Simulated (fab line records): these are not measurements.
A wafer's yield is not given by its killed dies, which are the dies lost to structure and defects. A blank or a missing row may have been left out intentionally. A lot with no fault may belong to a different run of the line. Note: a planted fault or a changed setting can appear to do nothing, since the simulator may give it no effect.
fab line records	flow n5Finfet
[record] lots = 10	wafers = 29	lastDay = 16
route steps=1938 shown BEOL_M9@1439 MIM_TOP@1835 MIM_BOT_ETCH@1866 PASSIVATION@1926
lots with no fault: from the same line, run without faults
startH: hours from the record's first day to the start of the lot's first wafer shown	waitH: hours elapsed since this lot's preceding step	" repeats the value in the row above	L1.1+2: a row that stands for several wafers	- no value present, or no start provided	* or withheld: withheld	< > ~ a bound
route shown NAME@n: NAME is a module with steps in the file, n the number in the route of the first one	usual: mean and standard deviation over wafers with no fault	same: alike in all rows	chamber/n: place in a boat	sites: each site's reading	_std_site: their standard deviation	_edge_site: outer sites' mean less inner sites'	radiusMm: how far each site lies from the wafer's centre	mask NAME#n: copy n	behind: the tool/chamber that last shaped the wafer	hold: cause of the lot's hold/its duration in hours/its outcome	device: transistor that didn't switch, given as n, p or np	end of line: the same wafers' tests at the end of the route	a step given without rows: its recipe and nothing more	killed: count of dies lost to structure and defects at first sort (not the wafer's yield)	map: the dies of a wafer, with x for killed, . for not killed, _ for no die there
set.NAME: setting as actually run; set.NAME@STEP: the setting as run at that earlier step	model.NAME: the simulator's own value behind a step, which no gauge read
a sample of lots followed through the steps of the route, with each step as a table and each wafer as a row
services: a tool's chamber out of use, with start hour (startH, from the record's first day; less than 0 if before it), hours out, and reason
[[steps]]
[step N5_BEOL_M9_ETCH_65]
[recipe] chemistry = CF4	target = SiARC	targetDepthA = 156	maskMaterial = CAR-EUV	timeS = 26	ionEnergyEv = 80	pressureMtorr = 40	sourceW = 545	biasW = 36	Ar_flow_sccm = 100	cf4FlowSccm = 100	ends = cleared
[usual] cf4FlowSccm = 99.9/0.31	chamberPressureMTorr = 40.00/0.039	drypumpMotorCurrentA = 5.7/0.3	etchRfOnTimeS = 25.8/0.67	oesProductAu = 0.64/0.059	rfVppV = 183.9/1.1	showerheadPlenumPTorr = 2.14/0.065	throttleValvePct = 15.74/0.18
lot.wafer	tool	chamber	startH	waitH	cf4FlowSccm	chamberPressureMTorr	drypumpMotorCurrentA	etchRfOnTimeS	oesProductAu	rfHoursCounterH	rfVppV	showerheadPlenumPTorr	throttleValvePct
L660.1	rieDiel-06	1	207.46	0.0	99.7	40.03	5.9	26.6	0.62	178	184.5	2.23	15.78
L660.2	"	0	"	"	100.2	40.03	5.8	25.8	0.63	160	183.7	2.15	15.89
L660.3	"	3	"	"	100.1	40.00	5.8	25.5	0.77	45	183.9	2.17	15.69
L661.2	rieDiel-03	1	210.87	0.0	100.2	39.95	6.3	25.2	0.61	200	182.5	2.05	15.86
L661.3	"	0	"	"	100.5	40.03	5.4	26.1	0.60	207	183.5	2.12	15.80
L661.6	"	3	"	"	99.6	39.99	5.3	25.9	0.63	-	183.8	2.14	15.74
L662.2	rieDiel-06	0	220.01	0.0	100.2	40.03	5.8	26.0	0.62	163	183.7	2.15	15.91
L662.5	"	1	"	"	99.5	40.00	5.9	26.7	0.62	-	185.7	2.22	15.79
L662.6	"	0	"	"	100.5	40.05	5.8	26.0	0.62	-	184.5	2.15	15.90
L663.1	rieDiel-06	2	222.26	0.0	99.5	39.98	5.5	26.9	0.58	221	183.7	2.12	15.59
L663.2	"	0	"	"	100.1	39.93	5.8	25.7	0.62	164	184.4	2.15	15.90
L663.5	"	3	"	"	99.8	40.04	5.8	25.7	0.76	-	183.9	2.17	15.70
L664.2	rieDiel-06	2	228.68	0.0	100.1	39.96	5.5	27.0	0.58	223	183.2	2.12	15.58
L664.4	"	3	"	"	100.1	40.02	5.7	25.6	0.75	52	182.9	2.17	15.71
L664.6	"	1	"	"	100.2	39.98	5.9	26.7	0.61	-	184.3	2.22	15.80
L666.2	rieDiel-06	2	237.49	0.0	100.1	40.00	5.5	26.7	0.58	226	184.2	2.11	15.59
L666.3	"	3	"	"	99.3	40.01	5.8	25.6	0.75	54	184.7	2.17	15.71
L666.6	"	3	"	"	99.7	40.01	5.8	25.6	0.75	-	182.3	2.17	15.72
L675.2	rieDiel-05	3	289.35	0.0	100.6	40.00	6.1	26.9	0.71	48	186.7	2.26	15.67
L675.3	"	1	"	"	99.4	39.90	5.7	26.0	0.60	197	183.3	2.12	15.43
L675.6	"	0	"	"	100.6	40.03	5.8	24.8	0.64	-	182.4	2.06	15.99
L677.1	rieDiel-05	1	314.96	0.0	100.3	39.96	5.7	25.9	0.61	205	184.9	2.12	15.47
L677.2	"	0	"	"	99.8	39.99	5.8	24.6	0.64	190	183.4	2.06	16.01
L680.4	rieDiel-03	2	329.86	0.0	99.7	39.99	5.5	25.7	0.73	42	185.1	2.27	15.49
L680.5	"	3	"	"	99.2	40.03	5.2	25.3	0.61	-	182.6	2.13	15.81
L680.6	"	0	"	"	99.5	39.97	5.4	26.1	0.58	-	183.1	2.11	15.86
L681.2	rieDiel-06	2	333.75	0.0	99.6	40.01	5.5	27.2	0.85	1	183.6	2.11	15.12
L681.3	"	3	"	"	100.0	39.99	5.8	25.5	0.72	86	183.2	2.16	15.78
L681.5	"	0	"	"	100.4	40.03	5.8	26.2	0.60	-	184.9	2.13	15.97
[step N5_MIM_TOP_ALD_01]
[recipe] material = HfO2	targetThkA = 56	tempC = withheld	aldPrecursorFamily = Hf-amide	aldCoReactant = O3	pulseTimeS = 1	purgeTimeS = 3	coReactantPurgeTimeS = 2	coReactantPulseTimeS = 3	aldCycles = 62
[usual] precursorPulseHeightRel = 1.002/0.02
[same] coReactantPulseTimeS = 3
lot.wafer	tool	chamber	startH	waitH	precursorPulseHeightRel
L660.1	aldHk-02	3	-	-	0.984
L660.2	"	0	"	"	1.010
L660.3	"	2	"	"	1.005
L661.2	aldHk-01	0	-	-	1.013
L661.3	"	2	"	"	1.009
L661.6	"	0	"	"	1.014
L663.1	aldHk-02	1	-	-	1.024
L663.2	"	2	"	"	0.977
L663.5	"	1	"	"	0.976
L662.2	aldHk-01	0	-	-	0.988
L662.5	"	2	"	"	1.006
L662.6	"	1	"	"	0.989
L664.2	aldHk-03	1	-	-	1.023
L664.4	"	2	"	"	1.026
L664.6	"	2	"	"	0.988
L666.2	aldHk-03	2	-	-	1.003
L666.3	"	3	"	"	1.034
L666.6	"	0	"	"	1.006
L675.2	aldHk-02	1	-	-	0.993
L675.3	"	3	"	"	1.005
L675.6	"	3	"	"	1.029
L677.1	aldHk-03	1	-	-	0.998
L677.2	"	0	"	"	1.018
L680.4	aldHk-02	2	-	-	0.965
L680.5	"	3	"	"	0.991
L680.6	"	0	"	"	1.019
L681.2	aldHk-02	1	-	-	1.023
L681.3	"	3	"	"	0.988
L681.5	"	1	"	"	0.968
[step N5_MIM_BOT_ETCH_ETCH_04]
[recipe] chemistry = CF4/O2	target = SiNx	targetDepthA = 260	timeS = 13	ionEnergyEv = 100	pressureMtorr = 40	sourceW = 535	biasW = 49	Ar_flow_sccm = 100	cf4FlowSccm = 100	O2_flow_sccm = 10
[usual] cf4FlowSccm = 100.06/0.29	chamberPressureMTorr = 40.01/0.034	drypumpMotorCurrentA = 5.9/0.39	oesProductAu = 0.82/0.072	rfVppV = 240/4.2	showerheadPlenumPTorr = 2.21/0.044	throttleValvePct = 15.97/0.23
lot.wafer	tool	chamber	startH	waitH	cf4FlowSccm	chamberPressureMTorr	drypumpMotorCurrentA	oesProductAu	rfHoursCounterH	rfVppV	showerheadPlenumPTorr	throttleValvePct
L660.1	rieDiel-02	3	252.22	0.0	100.61	39.98	5.6	0.69	245	246	2.26	16.18
L660.2	"	1	"	"	99.89	40.03	6.3	0.82	64	238	2.24	16.08
L660.3	"	0	"	"	100.29	39.99	5.9	0.72	190	238	2.18	16.14
L661.2	rieDiel-04	1	252.45	0.0	99.90	40.05	6.6	0.79	90	236	2.13	15.93
L661.3	"	2	"	"	100.33	39.99	5.4	0.95	8	238	2.27	15.93
L661.6	"	0	"	"	100.18	40.02	5.9	0.87	-	237	2.23	15.46
L663.1	rieDiel-04	1	266.37	0.0	99.60	40.02	6.6	0.80	95	236	2.13	15.94
L663.2	"	3	"	"	99.69	40.01	5.2	0.95	6	242	2.16	16.04
L663.5	"	0	"	"	99.63	40.05	5.9	0.86	-	237	2.23	15.48
L662.2	rieDiel-02	1	273.09	0.0	100.34	39.99	6.3	0.82	72	237	2.24	16.08
L662.5	"	0	"	"	100.14	40.01	5.9	0.73	-	237	2.17	16.17
L662.6	"	1	"	"	100.13	39.99	6.3	0.82	-	237	2.24	16.11
L664.2	rieDiel-02	0	274.75	0.0	100.11	40.03	5.9	0.72	200	237	2.17	16.17
L664.4	"	0	"	"	99.90	40.01	5.9	0.73	-	238	2.17	16.16
L664.6	"	1	"	"	100.14	39.98	6.3	0.82	-	237	2.24	16.09
L666.2	rieDiel-01	3	291.78	0.0	99.89	39.94	5.6	0.78	164	245	2.21	16.41
L666.3	"	2	"	"	100.07	39.99	6.4	0.89	44	248	2.24	15.74
L666.6	"	3	"	"	99.94	39.96	5.6	0.78	-	247	2.21	16.41
L675.2	rieDiel-01	1	335.82	0.0	99.98	40.00	5.8	0.84	75	240	2.23	15.88
L675.3	"	0	"	"	99.99	39.97	5.9	0.92	8	242	2.34	15.97
L675.6	"	1	"	"	99.95	39.99	5.8	0.84	-	242	2.23	15.90
L677.1	rieDiel-04	1	358.21	0.0	99.90	40.02	6.5	0.76	128	235	2.12	16.01
L677.2	"	3	"	"	100.18	39.99	5.2	0.87	41	242	2.15	16.09
L680.4	rieDiel-01	0	374.80	0.0	99.73	40.02	5.9	0.90	21	241	2.34	16.00
L680.5	"	2	"	"	99.70	40.04	6.5	0.82	-	248	2.23	15.82
L680.6	"	3	"	"	100.00	40.05	5.6	0.75	-	243	2.20	16.47
L681.2	rieDiel-01	3	378.10	0.0	99.86	39.98	5.6	0.75	196	245	2.20	16.47
L681.3	"	1	"	"	99.77	40.04	5.8	0.83	90	241	2.22	15.94
L681.5	"	1	"	"	99.48	40.00	5.8	0.83	-	241	2.22	15.94
[step N5_PASSIVATION_OVL_MEAS_66]
[recipe] pointsPerWafer = 44
[usual] PASS_OPEN_OVL = 0/4.5
lot.wafer	tool	chamber	startH	waitH	PASS_OPEN_OVL[nm]
L660.1	overlay-01	0	259.48	0.0	-4
L660.2	"	0	"	"	1
L660.3	"	0	"	"	-9
L661.2	overlay-01	0	260.36	0.0	3
L661.3	"	0	"	"	-2
L661.6	"	0	"	"	1
L663.1	overlay-01	0	270.96	0.0	-7
L663.2	"	0	"	"	-1
L663.5	"	0	"	"	-2
L662.2	overlay-01	0	278.68	0.0	6
L662.5	"	0	"	"	1
L662.6	"	0	"	"	5
L664.2	overlay-01	0	280.09	0.0	6
L664.4	"	0	"	"	6
L664.6	"	0	"	"	3
L666.2	overlay-02	0	297.13	0.0	1
L666.3	"	0	"	"	-3
L666.6	"	0	"	"	5
L675.2	overlay-01	0	341.42	0.0	5
L675.3	"	0	"	"	1
L675.6	"	0	"	"	6
L677.1	overlay-02	0	364.89	0.0	8
L677.2	"	0	"	"	3
L680.4	overlay-02	0	379.43	0.0	-3
L680.5	"	0	"	"	4
L680.6	"	0	"	"	-1
L681.2	overlay-01	0	386.93	0.0	-6
L681.3	"	0	"	"	-8
L681.5	"	0	"	"	-4
[step N5_PASSIVATION_PROBE_49]
[usual] defectLimitedYield = 91.1/1.4	killed_at_M0_to_M3 = 33/9.1	killed_at_M4_up = 14/5.6	killedAtContacts = 13/5.7	killedAtFrontEnd = 42/12	killedAtOther = 4/3	killedDies = 105/16	killedOpen = 69/11	killedShort = 34/7.5	sort_bin_5_function = 5.2/0.91	sort_bin_6_memory = 3.3/0.64	sortNPass = 1075/16	sortYieldPct = 91.1/1.4
[same] grossDies = 1180	killedAtBackSide = 0	sort_bin_4_leakage[%] = 0	sort_bin_8_speed[%] = 0
lot.wafer	tool	chamber	startH	waitH	defectLimitedYield[%]	killed_at_M0_to_M3	killed_at_M4_up	killedAtContacts	killedAtFrontEnd	killedAtOther	killedDies	killedOpen	killedShort	sort_bin_5_function[%]	sort_bin_6_memory[%]	sortNPass	sortYieldPct[%]
L660.1	prober-02	-	262.73	0.0	90.3	28	19	11	54	2	114	73	37	5.4	3.6	1066	90.3
L660.2	prober-02	-	262.78	0.1	91.6	28	24	12	33	2	99	66	28	4.5	3.6	1081	91.6
L660.3	prober-02	-	262.83	0.1	91.5	29	13	6	51	1	100	66	33	4.4	3.8	1080	91.5
L662.2	prober-02	-	281.85	0.1	90.8	31	15	31	26	5	108	73	33	5.6	3.5	1072	90.8
L662.5	prober-02	-	282.00	0.2	92.6	26	21	11	24	5	87	59	23	4.3	3.0	1093	92.6
L662.6	prober-02	-	282.05	0.3	92.0	25	24	11	29	5	94	64	30	4.8	2.9	1086	92.0
L664.2	prober-01	-	283.81	0.1	84.1	18	101	18	50	1	188	60	40	10.1	4.1	992	84.1
L664.4	prober-01	-	283.91	0.2	82.5	31	125	13	30	7	206	52	38	11.9	3.8	974	82.5
L664.6	prober-01	-	284.01	0.3	89.3	35	41	15	34	1	126	61	32	7.3	2.6	1054	89.3
L666.2	prober-01	-	300.77	0.5	82.4	37	94	8	65	4	208	73	47	11.1	5.2	972	82.4
L666.3	prober-01	-	300.82	0.5	80.1	36	125	15	51	8	235	73	46	13.1	4.7	945	80.1
L666.6	prober-01	-	300.97	0.7	81.3	31	123	11	50	6	221	75	37	12.3	4.4	959	81.3
L675.2	prober-02	-	346.04	0.1	90.8	27	26	3	51	1	108	77	30	5.3	3.6	1072	90.8
L675.6	prober-02	-	346.24	0.3	92.2	27	20	10	35	0	92	69	21	4.1	3.6	1088	92.2
// killed by level:class
L660.1 FIN_SAQP:geometricParticle:open=15 STI_FIN_REVEAL:geometricParticle:open=13 BEOL_M3:geometricParticle:open=10 FIN_SAQP:geometricParticle:short=8 MOL_CONTACT_COAG:geometricParticle:open=7 BEOL_M4:geometricParticle:open=5 BEOL_M0_SAQP:geometricParticle:open=5 MOL_CONTACT_COAG:geometricParticle:short=4
L660.2 BEOL_M4:geometricParticle:open=15 FIN_SAQP:geometricParticle:open=10 BEOL_M3:geometricParticle:open=10 FIN_SAQP:geometricParticle:short=8 MOL_CONTACT_COAG:geometricParticle:open=8 GATE_CUT:geometricParticle:short=5 BEOL_M2:geometricParticle:open=5 MOL_CONTACT_COAG:geometricParticle:short=4
L660.3 FIN_SAQP:geometricParticle:short=14 BEOL_M3:geometricParticle:open=13 FIN_SAQP:geometricParticle:open=11 BEOL_M4:geometricParticle:open=8 BEOL_M2:geometricParticle:open=7 MOL_CONTACT_COAG:geometricParticle:open=5 STI_FIN_REVEAL:geometricParticle:open=5 GATE_CUT:geometricParticle:short=5
L662.2 MOL_CONTACT_COAG:geometricParticle:open=23 BEOL_M3:geometricParticle:open=8 MOL_CONTACT_COAG:geometricParticle:short=7 BEOL_M2:geometricParticle:open=6 BEOL_M5:geometricParticle:open=6 GATE_CUT:geometricParticle:short=5 BEOL_M0_SAQP:geometricParticle:open=5 BEOL_M4:geometricParticle:open=4
L662.5 BEOL_M4:geometricParticle:open=11 MOL_CONTACT_COAG:geometricParticle:open=10 BEOL_M3:geometricParticle:open=10 FIN_SAQP:geometricParticle:short=5 FIN_SAQP:geometricParticle:open=4 GATE_CUT:geometricParticle:short=4 BEOL_M1:geometricParticle:open=4 BEOL_M3:geometricParticle:short=3
L662.6 BEOL_M3:geometricParticle:open=14 MOL_CONTACT_COAG:geometricParticle:open=10 FIN_SAQP:geometricParticle:short=5 GATE_CUT:geometricParticle:short=5 BEOL_M2:geometricParticle:open=5 BEOL_M4:geometricParticle:short=5 STARTING-WAFER:geometricParticle:open=5 FIN_SAQP:geometricParticle:open=4
L664.2 BEOL_M9:unspecified=88 MOL_CONTACT_COAG:geometricParticle:open=14 FIN_SAQP:geometricParticle:short=11 BEOL_M0_SAQP:geometricParticle:short=9 DUMMY_GATE:geometricParticle:open=8 FIN_SAQP:geometricParticle:open=6 GATE_CUT:geometricParticle:short=6 ILD0:geometricParticle:open=5
L664.4 BEOL_M9:unspecified=112 BEOL_M0_SAQP:geometricParticle:short=11 FIN_SAQP:geometricParticle:short=10 MOL_CONTACT_COAG:geometricParticle:open=10 FIN_SAQP:geometricParticle:open=8 BEOL_M1:geometricParticle:open=7 BEOL_M0_SAQP:geometricParticle:open=6 GATE_CUT:geometricParticle:open=3
L664.6 BEOL_M9:unspecified=31 GATE_CUT:geometricParticle:open=8 MOL_CONTACT_COAG:geometricParticle:open=8 BEOL_M0_SAQP:geometricParticle:short=8 FIN_SAQP:geometricParticle:open=7 BEOL_M2:geometricParticle:open=7 BEOL_M3:geometricParticle:open=7 GATE_CUT:geometricParticle:short=6
L666.2 BEOL_M9:unspecified=86 FIN_SAQP:geometricParticle:short=20 FIN_SAQP:geometricParticle:open=20 STI_FIN_REVEAL:geometricParticle:open=14 BEOL_M0_SAQP:geometricParticle:short=12 BEOL_M0_SAQP:geometricParticle:open=9 MOL_CONTACT_COAG:geometricParticle:open=5 BEOL_M0:geometricParticle:open=4
L666.3 BEOL_M9:unspecified=113 FIN_SAQP:geometricParticle:short=18 MOL_CONTACT_COAG:geometricParticle:open=12 FIN_SAQP:geometricParticle:open=10 DUMMY_GATE:geometricParticle:open=9 BEOL_M0_SAQP:geometricParticle:short=9 BEOL_M0_SAQP:geometricParticle:open=9 BEOL_M1:geometricParticle:open=8
L666.6 BEOL_M9:unspecified=106 FIN_SAQP:geometricParticle:short=15 FIN_SAQP:geometricParticle:open=12 MOL_CONTACT_COAG:geometricParticle:open=9 BEOL_M0_SAQP:geometricParticle:open=9 DUMMY_GATE:geometricParticle:open=8 BEOL_M0_SAQP:geometricParticle:short=7 BEOL_M2:geometricParticle:open=7
L675.2 STI_FIN_REVEAL:geometricParticle:open=18 BEOL_M2:geometricParticle:open=10 BEOL_M4:geometricParticle:open=10 FIN_SAQP:geometricParticle:short=6 FIN_SAQP:geometricParticle:open=6 GATE_CUT:geometricParticle:short=6 BEOL_M0_SAQP:geometricParticle:short=5 BEOL_M0_SAQP:geometricParticle:open=5
L675.6 STI_FIN_REVEAL:geometricParticle:open=20 MOL_CONTACT_COAG:geometricParticle:open=9 BEOL_M4:geometricParticle:open=8 BEOL_M3:geometricParticle:open=5 BEOL_M0_SAQP:geometricParticle:open=5 BEOL_M5:geometricParticle:open=5 STI_FIN_REVEAL:geometricParticle:short=4 BEOL_M0:geometricParticle:open=4
[[services]]
tool	chamber	startH	hours	kind
rieDiel-03	2	214.25	38.8	repair
aldHk-02	-	220.66	14.6	pm
rieDiel-02	2	231.84	21.6	repair
aldHk-01	-	235.33	8.7	pm
aldHk-02	-	235.80	1.0	repair
aldHk-03	-	239.76	0.4	repair
aldHk-03	-	262.13	4.4	repair
rieDiel-02	3	264.19	-	clean
rieDiel-04	2	265.77	9.3	repair
rieDiel-06	0	270.40	9.1	repair
rieDiel-05	2	270.47	12.0	repair
rieDiel-01	0	286.63	-	clean
rieDiel-01	0	286.63	-	consumableReplace:focusRing
rieDiel-01	0	286.63	-	consumableReplace:showerhead
rieDiel-01	0	286.63	28.2	scheduledDown
rieDiel-01	0	286.63	28.2	ventCycle
rieDiel-05	3	312.55	6.6	repair
aldHk-03	-	315.22	1.0	repair
rieDiel-06	2	316.25	-	clean
rieDiel-06	2	316.25	-	consumableReplace:focusRing
rieDiel-05	2	317.23	1.2	repair
rieDiel-03	2	331.22	2.2	repair
aldHk-02	-	363.89	2.8	pm
aldHk-01	-	364.51	0.7	repair
[[key]]
[firstSign] step = N5_PASSIVATION_PROBE_49	reading = killed_at_M4_up	direction = up	sigmas = 16	usual = 14	struck = 102
[effect] step = N5_PASSIVATION_PROBE_49	reading = killedDies	direction = up	sigmas = 5.8	usual = 105	struck = 197	wafersMoved = 5
[moreKillsBornAt] N5_BEOL_M9_ETCH_65@rieDiel-06 = 536
metAt N5_BEOL_M9_ETCH_65
struckLots L664,L666
notActingAt N5_MIM_TOP_ALD_01,N5_MIM_BOT_ETCH_ETCH_04,N5_PASSIVATION_OVL_MEAS_66
onsetBetween 222.26 228.68
[fault] kind = chamberParticleSource	tool = rieDiel-06	chamber = -	onsetH = 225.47	steps = N5_BEOL_M9_ETCH_65	ratePerVisitCm2 = 0.61079	endH = 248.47
